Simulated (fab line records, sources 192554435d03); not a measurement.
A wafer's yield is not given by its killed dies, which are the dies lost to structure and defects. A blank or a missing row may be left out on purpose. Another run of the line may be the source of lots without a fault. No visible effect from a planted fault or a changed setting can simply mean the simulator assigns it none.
Matching of chambers + flow n5-finfet + N5_FIN_SAQP_ETCH_69 on rie-diel-01: 4 sister chambers
The step etches SOC in N2/H2, stops on SiNx, target depth 150 nm. 4 wafers are shown with their chamber, then 9 later ones without.

== WAFERS WITH THEIR CHAMBER ==
| wafer  | chamber | showerhead-plenum-p-Torr (Torr) |
|--------|---------|---------------------------------|
| L087.3 | 3       | 2.46                            |
| L089.1 | 2       | 2.53                            |
| L089.2 | 0       | 2.46                            |
| L089.4 | 1       | 2.53                            |

== WAFERS WHOSE CHAMBER IS MISSING ==
| wafer  | showerhead-plenum-p-Torr (Torr) |
|--------|---------------------------------|
| L090.1 | 2.52                            |
| L090.2 | 2.46                            |
| L090.3 | 2.46                            |
| L092.1 | 2.46                            |
| L092.2 | 2.46                            |
| L092.3 | 2.53                            |
| L096.1 | 2.52                            |
| L096.2 | 2.52                            |
| L096.5 | 2.46                            |

== WHICH CHAMBER EACH WENT THROUGH ==
| wafer  | from the rows above     | in truth |
|--------|-------------------------|----------|
| L090.1 | can't be placed: 1 or 2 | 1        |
| L090.2 | can't be placed: 0 or 3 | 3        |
| L090.3 | can't be placed: 0 or 3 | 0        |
| L092.1 | can't be placed: 0 or 3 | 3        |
| L092.2 | can't be placed: 0 or 3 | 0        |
| L092.3 | can't be placed: 1 or 2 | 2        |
| L096.1 | can't be placed: 1 or 2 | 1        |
| L096.2 | can't be placed: 1 or 2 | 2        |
| L096.5 | can't be placed: 0 or 3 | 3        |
Placed correctly: 0 of 9. From these rows, 9 cannot be placed; in 9 the true chamber is one of the candidates. Placed wrongly: 0.
How it was worked out, from the rows above alone: a wafer's distance from a chamber is the root of the sum, over the readings, of the square of ((its reading less the chamber's mean) divided by the reading's scatter). The wafer belongs to the nearest chamber; if the next one is less than 2 further off, it can't be placed. A chamber's mean is the mean of its shown wafers. The scatter (one wafer shown for each chamber): square how far every hidden wafer sits from the nearest shown wafer, average those squares and take the square root.
